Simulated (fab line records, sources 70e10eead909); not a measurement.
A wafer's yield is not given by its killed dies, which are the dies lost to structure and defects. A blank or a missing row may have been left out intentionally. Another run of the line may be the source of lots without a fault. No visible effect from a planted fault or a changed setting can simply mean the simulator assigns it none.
Matching of chambers + flow nand_harc + NHARC_A_CONTACT_ETCH_110 on rie_diel-11: 4 sister chambers
The step etches the open film in CF4/O2, target depth 50 nm, overetch 5 nm, time 27.5 s. 4 wafers are shown with their chamber, then 9 later ones without.

== EACH WAFER AND ITS CHAMBER ==
| wafer  | chamber | showerhead_plenum_p_Torr (Torr) |
|--------|---------|---------------------------------|
| L085.5 | 2       | 1.29                            |
| L080.1 | 1       | 1.33                            |
| L080.2 | 0       | 1.24                            |
| L080.4 | 3       | 1.29                            |

== WAFERS WITH NO CHAMBER GIVEN ==
| wafer  | showerhead_plenum_p_Torr (Torr) |
|--------|---------------------------------|
| L087.4 | 1.24                            |
| L087.5 | 1.33                            |
| L087.6 | 1.24                            |
| L091.1 | 1.24                            |
| L091.3 | 1.33                            |
| L091.4 | 1.29                            |
| L096.2 | 1.33                            |
| L096.5 | 1.29                            |
| L096.6 | 1.45                            |

== WHICH CHAMBER EACH WENT THROUGH ==
| wafer  | from the rows above               | in truth |
|--------|-----------------------------------|----------|
| L087.4 | can't be placed: 0 or 2 or 3      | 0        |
| L087.5 | can't be placed: 1 or 2 or 3      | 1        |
| L087.6 | can't be placed: 0 or 2 or 3      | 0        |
| L091.1 | can't be placed: 0 or 2 or 3      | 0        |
| L091.3 | can't be placed: 1 or 2 or 3      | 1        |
| L091.4 | can't be placed: 2 or 3 or 1 or 0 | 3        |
| L096.2 | can't be placed: 1 or 2 or 3      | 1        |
| L096.5 | can't be placed: 2 or 3 or 1 or 0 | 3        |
| L096.6 | can't be placed: 1 or 2 or 3      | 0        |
Correctly placed: 0 of 9. From these rows, 9 cannot be placed; in 8 the true chamber is one of the candidates. 0 placed wrongly.
How it was worked out, from the rows above alone: a wafer's distance from a chamber is the root of the sum, over the readings, of the square of ((its reading less the chamber's mean) divided by the reading's scatter). The wafer belongs to the nearest chamber; if the next one is less than 2 further off, it can't be placed. Each chamber's mean is taken over the wafers shown for it. The scatter: with one shown wafer a chamber, the root of the mean of the squares of how far each hidden wafer lies from its nearest shown one.
